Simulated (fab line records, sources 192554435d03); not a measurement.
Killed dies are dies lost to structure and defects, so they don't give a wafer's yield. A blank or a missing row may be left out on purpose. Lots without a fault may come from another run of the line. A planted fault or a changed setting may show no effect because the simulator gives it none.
Chamber matching | flow n5_finfet | N5_BEOL_M3_ETCH_64 on rie_diel-03: 4 sister chambers
The step etches SOC in N2/H2, target depth 75 nm, overetch 15 nm, time 112.5 s. 14 wafers are shown with their chamber, then 7 later ones without.

WAFERS WITH THEIR CHAMBER
wafer  | chamber | throttle_valve_pct (%) | oes_product_au (a.u.) | drypump_motor_current_A (A)
L074.1 | 3       | 18.03                  | 0.57                  | 6.0
L074.4 | 1       | 17.87                  | 0.59                  | 6.1
L074.6 | 2       | 17.48                  | 0.75                  | 4.8
L076.2 | 1       | 17.86                  | 0.59                  | 6.1
L076.3 | 0       | 17.97                  | 0.61                  | 6.7
L076.4 | 3       | 18.02                  | 0.57                  | 5.9
L077.2 | 0       | 17.98                  | 0.61                  | 6.8
L077.3 | 3       | 18.03                  | 0.57                  | 5.9
L077.5 | 2       | 17.46                  | 0.73                  | 4.9
L078.1 | 0       | 17.99                  | 0.61                  | 6.7
L078.2 | 3       | 18.03                  | 0.57                  | 5.9
L078.3 | 2       | 17.49                  | 0.72                  | 4.9
L080.2 | 3       | 18.04                  | 0.57                  | 5.9
L080.3 | 1       | 17.88                  | 0.59                  | 6.1

SIGNATURES (means of the wafers above)
reading                 | chamber 0 | chamber 1 | chamber 2 | chamber 3 | scatter within a chamber
throttle_valve_pct      | 17.9800   | 17.8700   | 17.4767   | 18.0300   | 0.0103
oes_product_au          | 0.6100    | 0.5900    | 0.7333    | 0.5700    | 0.00683
drypump_motor_current_A | 6.733     | 6.100     | 4.867     | 5.920     | 0.0462
Rule: a wafer's distance from a chamber is the root of the sum, over the readings, of the square of ((its reading less the chamber's mean) divided by the reading's scatter). The wafer belongs to the nearest chamber; if the next one is less than 2 further off, it can't be placed. The scatter: the root of (the sum of the squares of (reading less its chamber's mean) over the shown wafers, divided by (wafers less chambers)).

WAFERS WITHOUT THEIR CHAMBER
wafer  | throttle_valve_pct (%) | oes_product_au (a.u.) | drypump_motor_current_A (A)
L080.6 | 17.99                  | 0.61                  | 6.7
L093.3 | 18.04                  | 0.59                  | 6.7
L093.4 | 18.08                  | 0.55                  | 6.0
L093.6 | 17.91                  | 0.57                  | 6.1
L097.1 | 17.56                  | 0.66                  | 4.9
L097.2 | 18.04                  | 0.59                  | 6.7
L097.5 | 17.91                  | 0.57                  | 6.1

WHICH CHAMBER EACH WENT THROUGH
wafer  | from the rows above | in truth
L080.6 | 0                   | 0
L093.3 | 0                   | 0
L093.4 | 3                   | 3
L093.6 | 1                   | 1
L097.1 | 2                   | 2
L097.2 | 0                   | 0
L097.5 | 1                   | 1
Placed correctly: 7 of 7. Can't be placed from these rows: 0. Placed wrongly: 0.
